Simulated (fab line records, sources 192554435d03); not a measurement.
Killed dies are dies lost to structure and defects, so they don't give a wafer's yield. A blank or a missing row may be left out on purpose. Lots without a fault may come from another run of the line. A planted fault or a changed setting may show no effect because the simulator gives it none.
fab line records | flow n5_finfet | part 2 of 2: steps 19 to 30 of 30
record lots=5 wafers=15 last_day=17
route steps=1938 shown HKMG_FIN@389
lots that met no fault: from a run of the same line without faults
start_h: hours from the record's first day to the start of the lot's first wafer shown | wait_h: hours since the lot's step before | " the same as in the row above | L1.1+2: a row that stands for several wafers | - no value, or no start given | * or withheld: withheld | < > ~ a bound
route shown NAME@n: a module of which the file shows steps, and the number in the route of the first | usual: mean/standard deviation of fault-free wafers | same: alike in all rows | chamber/n: place in a boat | sites: the reading at each site | _std_site: their standard deviation | _edge_site: outer sites' mean less inner sites' | radius_mm: how far each site lies from the wafer's centre | mask NAME#n: copy n | behind: the tool/chamber that last shaped the wafer | hold: why the lot was held/for how many hours/how that ended | device: the transistor (n, p or np) that didn't switch | end of line: the same wafers' tests at the end of the route | a step without rows: its recipe alone | killed: dies lost to structure and defects at the first sort, not the wafer's yield | map: a wafer's dies, x killed, . not, _ none there
set.NAME: the setting as run; set.NAME@STEP: as run at that earlier step | model.NAME: the simulator's own value behind a step, which no gauge read
lots at some steps of the route; a table a step, a row a wafer
services: from which hour (start_h, from the record's first day; less than 0 if before it) a tool's chamber was out of use, for how many hours, and why
## steps
# step N5_HKMG_FIN_STRIP_93
# recipe chemistry=N2/H2 material=SOC time_s=20 power_w=500 temp_c=40 pressure_mtorr=50 rf_frequency_hz=6e+07 bias_power_w=8 h2_frac=0.5 n2_flow_sccm=300 h2_flow_sccm=300
# usual drypump_motor_current_A=5.6/0.55 oes_product_au=0.80/0.082 rf_vpp_V=54.2/0.95 showerhead_plenum_p_Torr=3.39/0.13 throttle_valve_pct=19.1/0.33
# columns lot.wafer tool chamber start_h wait_h drypump_motor_current_A oes_product_au rf_hours_counter_h rf_vpp_V showerhead_plenum_p_Torr throttle_valve_pct
L081.1 rie_diel-03 2 115.46 0.2 5.8 0.71 186 52.2 3.20 19.2
L081.3 " 1 " " 4.9 0.81 75 54.6 3.26 18.4
L081.6 " 3 " " 5.8 0.66 - 54.2 3.42 19.2
L082.2 rie_diel-06 2 121.85 0.2 5.2 0.83 91 53.1 3.27 19.3
L082.4 " 3 " " 4.9 0.84 60 51.7 3.29 19.3
L082.5 " 2 " " 5.2 0.84 - 53.2 3.27 19.3
L092.3 rie_diel-01 2 183.34 0.2 5.1 0.76 113 54.7 3.52 19.4
L092.4 " 1 " " 5.7 0.94 8 53.8 3.30 19.1
L092.6 " 2 " " 5.1 0.78 - 55.8 3.52 19.4
L094.1 rie_diel-03 1 194.76 0.2 4.9 0.80 106 52.9 3.24 18.5
L094.5 " 1 " " 4.8 0.79 - 52.9 3.24 18.5
L094.6 " 2 " " 5.8 0.70 - 53.3 3.19 19.3
L097.2 rie_diel-03 3 212.07 0.2 5.8 0.90 26 54.2 3.41 18.9
L097.4 " 0 " " 6.3 0.70 231 54.1 3.46 19.4
L097.6 " 3 " " 5.8 0.91 - 53.7 3.41 18.9
# step N5_HKMG_FIN_WET_ETCH_76
# recipe chemistry=dNH4OH mix=1:50 temp_c=25 target=Al2O3 stop_on=La2O3 target_depth_nm=2.25 dry=ipa_marangoni rinse_time_s=30 rinse_temp_c=23
# columns lot.wafer tool chamber start_h wait_h
L081.1+3+6 wet_bench-05 2,5,3 115.54 0.1
L082.2+4+5 wet_bench-05 5,1,4 121.93 0.1
L092.3+4+6 wet_bench-06 0,3,2 183.43 0.1
L094.1+5+6 wet_bench-05 4,0,1 194.84 0.1
L097.2+4+6 wet_bench-05 7,4,3 212.17 0.1
# step N5_HKMG_FIN_STRIP_60
# recipe chemistry=N2/H2 power_w=2500 temp_c=300 h2_frac=0.65 time_s=360 pressure_mtorr=withheld n2_flow_sccm=1750 h2_flow_sccm=3250
# usual drypump_motor_current_A=5.7/0.39 heater_power_w=488/47
# columns lot.wafer tool chamber start_h wait_h drypump_motor_current_A heater_power_w rf_hours_counter_h
L081.1 plasma_asher-02 0 115.61 0.0 5.9 434 36
L081.3 " 0 " " 5.9 439 -
L081.6 " 0 " " 5.9 452 -
L082.2 plasma_asher-02 1 122.00 0.0 5.6 563 38
L082.4 " 0 " " 5.9 449 -
L082.5 " 1 " " 5.6 571 -
L092.3 plasma_asher-01 1 183.62 0.2 6.2 436 -
L092.4 " 0 " " 5.2 508 -
L092.6 " 0 " " 5.2 510 -
L094.1 plasma_asher-01 0 194.93 0.0 5.2 501 120
L094.5 " 1 " " 6.2 435 -
L094.6 " 0 " " 5.2 502 -
L097.2 plasma_asher-02 0 212.24 0.0 5.8 437 54
L097.4 " 1 " " 5.6 554 -
L097.6 " 0 " " 5.9 445 -
# step N5_HKMG_FIN_WET_ETCH_77
# recipe chemistry=dHCl mix=1:10000 temp_c=25 target=La2O3 stop_on=HfO2 target_depth_nm=2
# columns lot.wafer tool chamber start_h wait_h
L081.1+3+6 wet_bench-03 0,5,6 116.00 0.3
L082.2+4+5 wet_bench-05 7,1,4 122.39 0.3
L092.3+4+6 wet_bench-05 4,1,0 183.89 0.1
L094.1+5+6 wet_bench-05 1,4,5 195.32 0.3
L097.2+4+6 wet_bench-06 4,3,7 212.63 0.3
# step N5_HKMG_FIN_WET_ETCH_78
# recipe chemistry=dNH4OH mix=1:50 temp_c=25 target=Al2O3 stop_on=La2O3 target_depth_nm=4.5 dry=ipa_marangoni rinse_time_s=30 rinse_temp_c=23
# columns lot.wafer tool chamber start_h wait_h
L081.1+3+6 wet_bench-03 0,5,6 116.03 0.0
L082.2+4+5 wet_bench-05 7,1,4 122.42 0.0
L092.3+4+6 wet_bench-05 4,1,0 183.92 0.0
L094.1+5+6 wet_bench-05 1,4,5 195.35 0.0
L097.2+4+6 wet_bench-06 4,3,7 212.66 0.0
# step N5_HKMG_FIN_ALD_79
# recipe material=TiN target_thk_a=15 temp_c=400 ald_precursor_family=TiCl4 ald_co_reactant=NH3 pulse_time_s=1 purge_time_s=3 co_reactant_purge_time_s=2 co_reactant_pulse_time_s=2 ald_cycles=68 pressure_torr=3
# usual heater_power_w=891/110 precursor_pulse_height_rel=1.000/0.022
# same ald_cycles=68 co_reactant_purge_time_s=2 pulse_time_s=1
# columns lot.wafer tool chamber start_h wait_h heater_power_w precursor_pulse_height_rel
L081.1 ald_metal-02 1 116.10 0.0 807 1.031
L081.3 " 0 " " 771 0.999
L081.6 " 2 " " 1017 1.013
L082.2 ald_metal-02 2 122.49 0.0 1002 0.984
L082.4 " 3 " " 763 1.042
L082.5 " 3 " " 770 0.964
L092.3 ald_metal-01 3 183.99 0.0 812 1.015
L092.4 " 0 " " 902 0.982
L092.6 " 2 " " 997 1.013
L094.1 ald_metal-01 0 195.42 0.0 895 1.007
L094.5 " 2 " " 1008 0.993
L094.6 " 1 " " 931 1.001
L097.2 ald_metal-01 1 212.74 0.0 909 0.987
L097.4 " 0 " " 917 0.988
L097.6 " 1 " " 916 0.991
# step N5_HKMG_FIN_CVD_62
# recipe material=a-Si target_thk_a=30 temp_c=500 precursor=Si2H6 pressure_torr=1 time_s=20.8
# usual heater_power_w=1373/250
# columns lot.wafer tool chamber start_h wait_h heater_power_w
L081.1 thermal_cvd_si-01 0 116.46 0.2 1475
L081.3 " 1 " " 1372
L081.6 " 0 " " 1425
L082.2 thermal_cvd_si-02 1 122.85 0.2 1136
L082.4 " 1 " " 1160
L082.5 " 2 " " 1833
L092.3 thermal_cvd_si-02 1 184.35 0.2 1151
L092.4 " 0 " " 1273
L092.6 " 2 " " 1842
L094.1 thermal_cvd_si-02 0 195.78 0.2 1249
L094.5 " 0 " " 1305
L094.6 " 1 " " 1174
L097.2 thermal_cvd_si-01 2 213.10 0.2 1171
L097.4 " 1 " " 1402
L097.6 " 0 " " 1432
# step N5_HKMG_FIN_RTA_80
# recipe temp_c=withheld time_s=2 ambient=N2 idle_temp_c=600 ramp_up_c_per_s=150 ramp_down_c_per_s=60 cool_to_c=600
# columns lot.wafer tool chamber start_h wait_h
L081.1+3+6 rtp_anneal-02 0 116.68 0.2
L082.2+4+5 rtp_anneal-02 0 123.00 0.1
L092.3+4+6 rtp_anneal-01 0 184.52 0.1
L094.1+5+6 rtp_anneal-02 0 195.92 0.1
L097.2+4+6 rtp_anneal-02 0 213.25 0.1
# step N5_HKMG_FIN_PRECLEAN_64
# recipe chemistry=dHF time_s=30 temp_c=25 dilution=withheld
# columns lot.wafer tool chamber start_h wait_h
L081.1+3+6 wet_bench-03 4,6,7 116.82 0.1
L082.2+4+5 wet_bench-03 6,4,3 123.13 0.1
L092.3+4+6 wet_bench-06 3,2,1 184.63 0.1
L094.1+5+6 wet_bench-06 4,0,5 196.06 0.1
L097.2+4+6 wet_bench-03 2,5,3 213.38 0.1
# step N5_HKMG_FIN_WET_ETCH_65
# recipe chemistry=TMAH temp_c=70 conc_wt_pct=5 target=a-Si stop_on=TiN time_s=49 target_depth_nm=3
# columns lot.wafer tool chamber start_h wait_h
L081.1+3+6 wet_bench-03 4,6,7 116.83 0.0
L082.2+4+5 wet_bench-03 6,4,3 123.14 0.0
L092.3+4+6 wet_bench-06 3,2,1 184.64 0.0
L094.1+5+6 wet_bench-06 4,0,5 196.07 0.0
L097.2+4+6 wet_bench-03 2,5,3 213.39 0.0
# step N5_HKMG_FIN_WET_ETCH_81
# recipe chemistry=SC1 target=TiN stop_on=HfO2 mix=1:1:5 temp_c=60 time_s=57 target_depth_nm=6
# usual nh4oh_flow_mL_min=214.3/0.72
# columns lot.wafer tool chamber start_h wait_h nh4oh_flow_mL_min
L081.1 wet_bench-03 4 116.85 0.0 213.4
L081.3 " 6 " " 215.0
L081.6 " 7 " " 214.4
L082.2 wet_bench-03 6 123.15 0.0 214.6
L082.4 " 4 " " 214.2
L082.5 " 3 " " 213.9
L092.3 wet_bench-06 3 184.65 0.0 213.4
L092.4 " 2 " " 215.1
L092.6 " 1 " " 215.2
L094.1 wet_bench-06 4 196.09 0.0 214.3
L094.5 " 0 " " 214.8
L094.6 " 5 " " 213.2
L097.2 wet_bench-03 2 213.40 0.0 213.6
L097.4 " 5 " " 213.8
L097.6 " 3 " " 213.7
# step N5_HKMG_FIN_WET_ETCH_82
# recipe chemistry=dHCl mix=1:10000 temp_c=25 target=La2O3 stop_on=HfO2 target_depth_nm=2 dry=ipa_marangoni rinse_time_s=30 rinse_temp_c=23
# columns lot.wafer tool chamber start_h wait_h
L081.1+3+6 wet_bench-03 4,6,7 116.88 0.0
L082.2+4+5 wet_bench-03 6,4,3 123.19 0.0
L092.3+4+6 wet_bench-06 3,2,1 184.68 0.0
L094.1+5+6 wet_bench-06 4,0,5 196.12 0.0
L097.2+4+6 wet_bench-03 2,5,3 213.44 0.0
## services
# columns tool chamber start_h hours kind
arfi_scanner-03 - 104.21 7.7 repair
arfi_scanner-03 - 115.44 0.8 pm
rie_diel-03 3 115.55 - clean
rie_diel-03 3 115.55 - consumable_replace:focus_ring
rie_diel-03 3 115.55 23.0 scheduled_down
rie_diel-03 3 115.55 23.0 vent_cycle
ald_metal-02 2 136.13 25.2 repair
arfi_scanner-01 - 136.44 1.0 pm
rie_diel-03 2 140.46 3.9 repair
arfi_scanner-03 - 141.68 1.0 pm
rie_diel-01 1 146.78 - clean
rie_diel-01 1 146.78 - consumable_replace:focus_ring
arfi_scanner-01 - 154.20 4.9 pm
arfi_scanner-03 - 157.05 1.6 repair
thermal_cvd_si-02 1 165.04 6.6 repair
arfi_scanner-01 - 168.81 1.3 pm
arfi_scanner-03 - 181.52 1.3 pm
arfi_scanner-03 - 182.82 1.0 pm
wet_bench-03 - 185.04 1.2 repair
rie_diel-03 0 187.82 10.9 repair
rie_diel-06 0 188.36 17.2 repair
thermal_cvd_si-01 2 203.94 6.7 repair
arfi_scanner-01 - 212.98 1.0 pm
rie_diel-03 1 213.27 14.2 repair
